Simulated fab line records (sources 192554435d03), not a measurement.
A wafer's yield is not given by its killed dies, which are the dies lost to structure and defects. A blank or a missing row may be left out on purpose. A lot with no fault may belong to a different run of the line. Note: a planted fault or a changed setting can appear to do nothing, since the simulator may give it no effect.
Struck lot and sound lot, side by side + flow n5 finfet + 12 out of 1938 route steps
Sound: the wafers L382.2, L382.3, L382.5. Struck: wafers L390.3, L390.4, L390.6. The cause is given at the end.
Order at every step that has rows: each side's tool, ch and its chambers, its first start. Under that, the readings that differ: sound wafers + struck wafers + difference of the means + sigmas: that difference in standard deviations of wafers without a fault.
alike: readings with means less than 2 such deviations apart, plus words and numbers identical on both sides. not compared: withheld readings, readings lacking a value on some wafer, bounds such as >300 that could conceal the same value, and numbers that have no deviation in the record and whose values overlap.
Wherever a step has rows on one side only, a row that says differs or no value, or a row with sigmas, the two part there. Numbers that have no deviation but don't overlap get no sigmas and don't part them. Lack of a reading on every wafer of one side parts them only where that side has two or more wafers.

first, 9 steps without rows for these wafers: N5_MOL_CONTACT_COAG_SOFTBAKE_79 (time 60 s); N5_MOL_CONTACT_COAG_EXPOSE_81 (exposes mask VG, defocus 0 nm); N5_MOL_CONTACT_COAG_PEB_82 (peb time 60 s); N5_MOL_CONTACT_COAG_DEVELOP_83 (develop time 30 s); N5_MOL_CONTACT_COAG_DESCUM_88 (chemistry O2, time 7 s); N5_MOL_CONTACT_COAG_ETCH_89 (etches underlayer in N2/H2, target depth 13 nm, time 10.4 s); N5_MOL_CONTACT_COAG_ETCH_90 (etches SiARC in CF4, target depth 13 nm, time 21.7 s); N5_MOL_CONTACT_COAG_ALD_131 (deposits SiO2, target thk 5 nm, pulse time 1 s, co reactant pulse time 1 s); N5_MOL_CONTACT_COAG_ETCHBACK_132 (etches SiO2 in CHF3, target depth 10 nm, time 6.7 s).
N5_MOL_CONTACT_COAG_ETCH_91: etches SOC in N2/H2, target depth 60 nm, overetch 21 nm, time 101.2 s.
  sound on rie diel-01 ch 2,3, day 6 23:58; struck on rie diel-01 ch 1,3, day 9 00:22
| reading                                             | sound             | struck            | difference | sigmas |
|-----------------------------------------------------|-------------------|-------------------|------------|--------|
| rf fwd power W (W)                                  | 840 835 836       | 1039 1035 1040    | +201       | +65    |
| rf vpp V (V)                                        | 522.8 523.0 522.6 | 486.0 486.1 485.9 | -36.8      | -15    |
| model.SiARC_of_MOL_CONTACT_COAG_COAT_76.thk nm (nm) | 5.6 5.8 5.8       | 5.2 5.2 5.2       | -0.5       |        |
  alike: drypump motor current A, oes product au, showerhead plenum p Torr, throttle valve pct
  not compared: rf hours counter h
then, 1 step without rows for these wafers: N5_MOL_CONTACT_COAG_STRIP_92 (strips in N2/H2).
-- a jump in the record: the struck wafers' starts before and after are 3 days apart (it breaks off in module MOL_CONTACT_COAG and resumes in module BEOL_M4, where the first step shown is number 1111 of the route) --
N5_BEOL_M4_RC_MEAS_101:
  sound on prober-02 ch 0, day 9 21:36; struck on prober-02 ch 0, day 12 06:32
| reading        | sound          | struck         | difference | sigmas |
|----------------|----------------|----------------|------------|--------|
| DIBL_N (mV/V)  | 34.2 35.7 34.4 | 38.1 38.1 38.0 | +3.3       | +2     |
| IOFF_P (nA/um) | 0.18 0.19 0.17 | 0.26 0.26 0.26 | +0.08      | +2     |
| VT_P (mV)      | -256 -253 -258 | -247 -246 -244 | +10        | +3     |
  alike: DIBL_P, IOFF_N, ION_N, ION_P, SS_N, SS_P, VT_N

## WHERE THEY PART
Last at N5_BEOL_M4_RC_MEAS_101 as far as this record goes, first at N5_MOL_CONTACT_COAG_ETCH_91.

WHY: whatever the simulator had introduced
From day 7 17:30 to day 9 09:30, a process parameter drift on rie diel-01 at N5_MOL_CONTACT_COAG_ETCH_91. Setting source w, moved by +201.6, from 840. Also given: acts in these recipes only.
